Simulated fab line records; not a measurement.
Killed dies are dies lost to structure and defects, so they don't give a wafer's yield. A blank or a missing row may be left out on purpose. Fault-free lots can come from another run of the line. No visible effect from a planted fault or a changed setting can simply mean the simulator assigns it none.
Which tool was responsible? / flow nandHarc / 14 lots, 42 wafers sampled, at 4 steps of a route of 1159

## WHAT THE GAUGES READ, wafer by wafer
NHARC_P_GATE_OVL_MEAS_27.
lot=L899; measured=day 4 16:04; on=overlay-01; overlayXNm (nm)=-1.2 -1.2 -0.6; overlayYNm (nm)=-0.1 -0.1 -0.3
lot=L901; measured=day 5 12:55; on=overlay-01; overlayXNm (nm)=0.4 0.1 0.4; overlayYNm (nm)=0.9 1.1 1.1
lot=L902; measured=day 5 13:21; on=overlay-02; overlayXNm (nm)=0.4 -0.5 -0.2; overlayYNm (nm)=-0.6 -0.8 -0.9
lot=L904; measured=day 5 16:46; on=overlay-02; overlayXNm (nm)=0.3 0.4 0.2; overlayYNm (nm)=-0.1 0.1 -0.3
lot=L903; measured=day 5 16:53; on=overlay-01; overlayXNm (nm)=1.7 1.9 1.8; overlayYNm (nm)=0.8 0.6 0.5
lot=L908; measured=day 7 00:34; on=overlay-02; overlayXNm (nm)=0.3 0.0 0.3; overlayYNm (nm)=0.7 1.1 0.5
lot=L907; measured=day 7 01:13; on=overlay-02; overlayXNm (nm)=0.2 0.3 0.4; overlayYNm (nm)=0.5 -0.3 0.0
lot=L909; measured=day 7 11:38; on=overlay-01; overlayXNm (nm)=-0.2 -0.2 0.5; overlayYNm (nm)=0.5 0.0 -0.3
lot=L912; measured=day 8 01:34; on=overlay-02; overlayXNm (nm)=-0.5 -0.4 -0.3; overlayYNm (nm)=0.0 -0.1 -0.9
lot=L916; measured=day 9 03:38; on=overlay-01; overlayXNm (nm)=0.4 0.5 -0.1; overlayYNm (nm)=0.8 0.7 0.1
lot=L917; measured=day 9 03:52; on=overlay-02; overlayXNm (nm)=1.3 1.5 1.4; overlayYNm (nm)=-1.4 -1.2 -1.1
lot=L918; measured=day 9 11:38; on=overlay-02; overlayXNm (nm)=1.5 1.0 1.1; overlayYNm (nm)=-0.3 0.0 -0.3
lot=L920; measured=day 9 20:00; on=overlay-02; overlayXNm (nm)=1.4 1.3 1.5; overlayYNm (nm)=-1.0 -1.6 -1.4
lot=L922; measured=day 10 05:22; on=overlay-02; overlayXNm (nm)=-0.4 -0.7 -1.2; overlayYNm (nm)=-0.1 -0.2 -0.5

NHARC_P_GATE_CD_MEAS_59 targets a cd of 720 nm.
lot=L899; measured=day 5 06:13; on=cdSem-02; cdNm (nm)=718.5 719.6 717.4
lot=L901; measured=day 6 03:13; on=cdSem-03; cdNm (nm)=722.1 722.0 721.6
lot=L902; measured=day 6 03:30; on=cdSem-01; cdNm (nm)=720.7 722.2 720.8
lot=L904; measured=day 6 06:19; on=cdSem-03; cdNm (nm)=720.4 721.7 721.2
lot=L903; measured=day 6 09:20; on=cdSem-01; cdNm (nm)=720.9 719.9 719.9
lot=L908; measured=day 7 15:25; on=cdSem-02; cdNm (nm)=720.6 719.2 719.8
lot=L907; measured=day 7 21:31; on=cdSem-03; cdNm (nm)=721.2 719.5 720.7
lot=L909; measured=day 8 01:31; on=cdSem-01; cdNm (nm)=721.1 719.5 721.2
lot=L912; measured=day 8 16:04; on=cdSem-01; cdNm (nm)=720.4 718.6 719.9
lot=L916; measured=day 9 19:43; on=cdSem-01; cdNm (nm)=722.3 721.8 722.0
lot=L917; measured=day 9 17:38; on=cdSem-01; cdNm (nm)=721.8 721.4 721.4
lot=L918; measured=day 10 01:05; on=cdSem-02; cdNm (nm)=618.4 618.3 615.4
lot=L920; measured=day 10 09:50; on=cdSem-03; cdNm (nm)=618.5 618.3 616.0
lot=L922; measured=day 10 19:20; on=cdSem-02; cdNm (nm)=720.4 720.9 722.6

## TOOL THAT RAN EACH LOT (tool first, then ch and the chambers of the sampled wafers, then the start)
lot=L899; NHARC_P_GATE_STRIP_111=plasmaAsher-02 ch 0,1, day 5 05:08; NHARC_P_GATE_EXPOSE_56=krfScanner-04 ch 0, day 5 06:04
lot=L901; NHARC_P_GATE_STRIP_111=plasmaAsher-02 ch 0,1, day 6 02:02; NHARC_P_GATE_EXPOSE_56=krfScanner-04 ch 0, day 6 03:04
lot=L902; NHARC_P_GATE_STRIP_111=plasmaAsher-01 ch 0,1, day 6 02:17; NHARC_P_GATE_EXPOSE_56=krfScanner-03 ch 0, day 6 03:21
lot=L904; NHARC_P_GATE_STRIP_111=plasmaAsher-01 ch 0,1, day 6 05:13; NHARC_P_GATE_EXPOSE_56=krfScanner-03 ch 0, day 6 06:10
lot=L903; NHARC_P_GATE_STRIP_111=plasmaAsher-02 ch 0,1, day 6 08:14; NHARC_P_GATE_EXPOSE_56=krfScanner-03 ch 0, day 6 09:11
lot=L908; NHARC_P_GATE_STRIP_111=plasmaAsher-02 ch 0,1, day 7 14:11; NHARC_P_GATE_EXPOSE_56=krfScanner-01 ch 0, day 7 15:15
lot=L907; NHARC_P_GATE_STRIP_111=plasmaAsher-02 ch 0,1, day 7 20:25; NHARC_P_GATE_EXPOSE_56=krfScanner-04 ch 0, day 7 21:21
lot=L909; NHARC_P_GATE_STRIP_111=plasmaAsher-02 ch 0,1, day 8 00:17; NHARC_P_GATE_EXPOSE_56=krfScanner-01 ch 0, day 8 01:21
lot=L912; NHARC_P_GATE_STRIP_111=plasmaAsher-01 ch 0,1, day 8 15:00; NHARC_P_GATE_EXPOSE_56=krfScanner-01 ch 0, day 8 15:54
lot=L916; NHARC_P_GATE_STRIP_111=plasmaAsher-01 ch 0,1, day 9 18:35; NHARC_P_GATE_EXPOSE_56=krfScanner-03 ch 0, day 9 19:34
lot=L917; NHARC_P_GATE_STRIP_111=plasmaAsher-02 ch 0,1, day 9 16:27; NHARC_P_GATE_EXPOSE_56=krfScanner-04 ch 0, day 9 17:28
lot=L918; NHARC_P_GATE_STRIP_111=plasmaAsher-02 ch 0, day 9 23:59; NHARC_P_GATE_EXPOSE_56=krfScanner-03 ch 0, day 10 00:56
lot=L920; NHARC_P_GATE_STRIP_111=plasmaAsher-02 ch 0,1, day 10 08:43; NHARC_P_GATE_EXPOSE_56=krfScanner-03 ch 0, day 10 09:40
lot=L922; NHARC_P_GATE_STRIP_111=plasmaAsher-02 ch 0,1, day 10 18:05; NHARC_P_GATE_EXPOSE_56=krfScanner-01 ch 0, day 10 19:10
- NHARC_P_GATE_STRIP_111: strips in N2/H2, time 250 s.
- NHARC_P_GATE_EXPOSE_56: exposes mask P PSD, target cd 720 nm.

## AS READ BY THE TOOLS THEMSELVES (means over the sampled wafers that have a number; for cases with no such wafer, the mark the record gives instead)
NHARC_P_GATE_STRIP_111.
lot=L899; tool=plasmaAsher-02; drypumpMotorCurrentA (A)=5.8; heaterPowerW (W)=93
lot=L901; tool=plasmaAsher-02; drypumpMotorCurrentA (A)=5.8; heaterPowerW (W)=95
lot=L902; tool=plasmaAsher-01; drypumpMotorCurrentA (A)=5.1; heaterPowerW (W)=84
lot=L904; tool=plasmaAsher-01; drypumpMotorCurrentA (A)=5.1; heaterPowerW (W)=77
lot=L903; tool=plasmaAsher-02; drypumpMotorCurrentA (A)=5.8; heaterPowerW (W)=95
lot=L908; tool=plasmaAsher-02; drypumpMotorCurrentA (A)=5.8; heaterPowerW (W)=94
lot=L907; tool=plasmaAsher-02; drypumpMotorCurrentA (A)=5.8; heaterPowerW (W)=95
lot=L909; tool=plasmaAsher-02; drypumpMotorCurrentA (A)=5.8; heaterPowerW (W)=95
lot=L912; tool=plasmaAsher-01; drypumpMotorCurrentA (A)=5.0; heaterPowerW (W)=85
lot=L916; tool=plasmaAsher-01; drypumpMotorCurrentA (A)=5.1; heaterPowerW (W)=78
lot=L917; tool=plasmaAsher-02; drypumpMotorCurrentA (A)=5.8; heaterPowerW (W)=92
lot=L918; tool=plasmaAsher-02; drypumpMotorCurrentA (A)=5.8; heaterPowerW (W)=91
lot=L920; tool=plasmaAsher-02; drypumpMotorCurrentA (A)=5.8; heaterPowerW (W)=92
lot=L922; tool=plasmaAsher-02; drypumpMotorCurrentA (A)=5.8; heaterPowerW (W)=90

NHARC_P_GATE_EXPOSE_56.
lot=L899 tool=krfScanner-04 exposureDoseMJCm2=14.800
lot=L901 tool=krfScanner-04 exposureDoseMJCm2=14.803
lot=L902 tool=krfScanner-03 exposureDoseMJCm2=14.816
lot=L904 tool=krfScanner-03 exposureDoseMJCm2=14.826
lot=L903 tool=krfScanner-03 exposureDoseMJCm2=14.797
lot=L908 tool=krfScanner-01 exposureDoseMJCm2=14.806
lot=L907 tool=krfScanner-04 exposureDoseMJCm2=14.809
lot=L909 tool=krfScanner-01 exposureDoseMJCm2=14.812
lot=L912 tool=krfScanner-01 exposureDoseMJCm2=14.824
lot=L916 tool=krfScanner-03 exposureDoseMJCm2=14.807
lot=L917 tool=krfScanner-04 exposureDoseMJCm2=14.801
lot=L918 tool=krfScanner-03 exposureDoseMJCm2=8.122
lot=L920 tool=krfScanner-03 exposureDoseMJCm2=8.139
lot=L922 tool=krfScanner-01 exposureDoseMJCm2=14.823

## THE ANSWER, worked out from the rows above alone
Rule: usual is defined by the lots themselves. The widest of any qualifying gaps counts: lots, ordered by their means at a reading, are off when they make up no more than a third of the lots, leave a main group of 4 or more, and stand apart from it by 3 or more times the standard deviation of that group's means. A main group is skipped when, at the precision printed for the reading in the tables above, its means are all equal. A lot without any number at a reading at which 4 lots or more have one is off too. The other lots that the step has rows for count as sound. First the gauges in route order, then the tools' own readings, where a lot's mean is used as printed above. At the first step where some lot is off, the reading lying furthest off is the one used; lots without a number count as furthest.
Off: L918, L920 (NHARC_P_GATE_CD_MEAS_59, cdNm). For the main group the mean is 720.7 nm and the standard deviation 0.99.
If a tool, at a process step before that reading, ran all the lots that are off and no sound lot after the first of them, it fits. Not tried: the gauges at NHARC_P_GATE_CD_MEAS_59; whatever is off there is also off at NHARC_P_GATE_EXPOSE_56, on other tools, and gauge error can't account for it. One fits: NHARC_P_GATE_EXPOSE_56 on krfScanner-03. Its last sound lot is L916 (day 9 19:34), its first lot that is off L918 (day 10 00:56): a fault that began between those two fits.
On the lots that are off, the tool's own readings at NHARC_P_GATE_EXPOSE_56 differ by more than 5 times the standard deviation of the sound lots' means, which bears it out; exposureDoseMJCm2 reads 8.130 there versus 14.810 on the sound lots.

## WHAT THE SIMULATOR HAD PUT IN
Process parameter drift: krfScanner-03, from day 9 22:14 on, at NHARC_P_GATE_EXPOSE_56. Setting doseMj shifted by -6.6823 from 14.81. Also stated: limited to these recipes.
Struck lots among those shown: L918, L920. This agrees with what the rule above found.
